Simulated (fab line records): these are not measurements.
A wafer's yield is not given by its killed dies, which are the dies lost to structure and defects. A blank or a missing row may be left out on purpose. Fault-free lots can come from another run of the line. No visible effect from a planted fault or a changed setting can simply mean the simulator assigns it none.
Matching of chambers + flow n5 finfet + rie diel-05 running N5_GATE_CUT_ETCH_58: 4 sister chambers
The step etches SiNx in CH3F/O2, target depth 17 nm, time 128.6 s. 16 wafers are shown with their chamber, then 8 later ones without.

## WAFERS WITH THEIR CHAMBER
| wafer  | chamber | throttle valve pct (%) | drypump motor current A (A) | oes product au (a.u.) |
|--------|---------|------------------------|-----------------------------|-----------------------|
| L075.3 | 3       | 16.72                  | 5.8                         | 0.76                  |
| L075.4 | 2       | 16.33                  | 5.9                         | 0.83                  |
| L075.6 | 1       | 16.07                  | 5.8                         | 0.93                  |
| L078.1 | 3       | 16.73                  | 5.8                         | 0.76                  |
| L078.3 | 0       | 16.68                  | 5.0                         | 0.82                  |
| L078.5 | 1       | 16.07                  | 5.8                         | 0.91                  |
| L081.1 | 0       | 16.68                  | 5.0                         | 0.80                  |
| L081.2 | 1       | 16.10                  | 5.9                         | 0.90                  |
| L081.3 | 3       | 16.73                  | 5.8                         | 0.76                  |
| L083.3 | 2       | 16.36                  | 5.9                         | 0.80                  |
| L083.5 | 2       | 16.35                  | 5.9                         | 0.80                  |
| L083.6 | 1       | 16.10                  | 5.8                         | 0.88                  |
| L082.2 | 3       | 16.73                  | 5.9                         | 0.74                  |
| L082.4 | 0       | 16.69                  | 5.0                         | 0.80                  |
| L082.6 | 2       | 16.36                  | 5.9                         | 0.80                  |
| L084.3 | 0       | 16.69                  | 5.0                         | 0.80                  |

SIGNATURES (means of the wafers above)
| reading                 | chamber 0 | chamber 1 | chamber 2 | chamber 3 | scatter within a chamber |
|-------------------------|-----------|-----------|-----------|-----------|--------------------------|
| throttle valve pct      | 16.6850   | 16.0850   | 16.3500   | 16.7275   | 0.0118                   |
| drypump motor current A | 5.000     | 5.825     | 5.900     | 5.825     | 0.0354                   |
| oes product au          | 0.8050    | 0.9050    | 0.8075    | 0.7550    | 0.0146                   |
Rule: distance of a wafer from a chamber = root of the sum over the readings of ((wafer's reading minus chamber's mean) / reading's scatter) squared. The wafer belongs to the nearest chamber; if the next one is less than 2 further off, it can't be placed. How the scatter is found: for the shown wafers, subtract from each reading the mean of its chamber, square and add these, divide the total by (wafers less chambers), then take the root.

## WAFERS WITHOUT THEIR CHAMBER
| wafer  | throttle valve pct (%) | drypump motor current A (A) | oes product au (a.u.) |
|--------|------------------------|-----------------------------|-----------------------|
| L084.4 | 16.74                  | 5.8                         | 0.75                  |
| L084.5 | 16.74                  | 5.8                         | 0.75                  |
| L090.3 | 16.71                  | 5.0                         | 0.79                  |
| L090.4 | 16.13                  | 5.8                         | 0.87                  |
| L090.5 | 16.71                  | 5.0                         | 0.79                  |
| L091.1 | 16.38                  | 5.9                         | 0.80                  |
| L091.2 | 16.13                  | 5.8                         | 0.88                  |
| L091.5 | 16.38                  | 5.9                         | 0.80                  |

## CHAMBER TAKEN BY EACH
| wafer  | from the rows above | in truth |
|--------|---------------------|----------|
| L084.4 | 3                   | 3        |
| L084.5 | 3                   | 3        |
| L090.3 | 0                   | 0        |
| L090.4 | 1                   | 1        |
| L090.5 | 0                   | 0        |
| L091.1 | 2                   | 2        |
| L091.2 | 1                   | 1        |
| L091.5 | 2                   | 2        |
Correct placement for 8 of the 8. Left unplaced by these rows: 0. Number placed wrongly: 0.
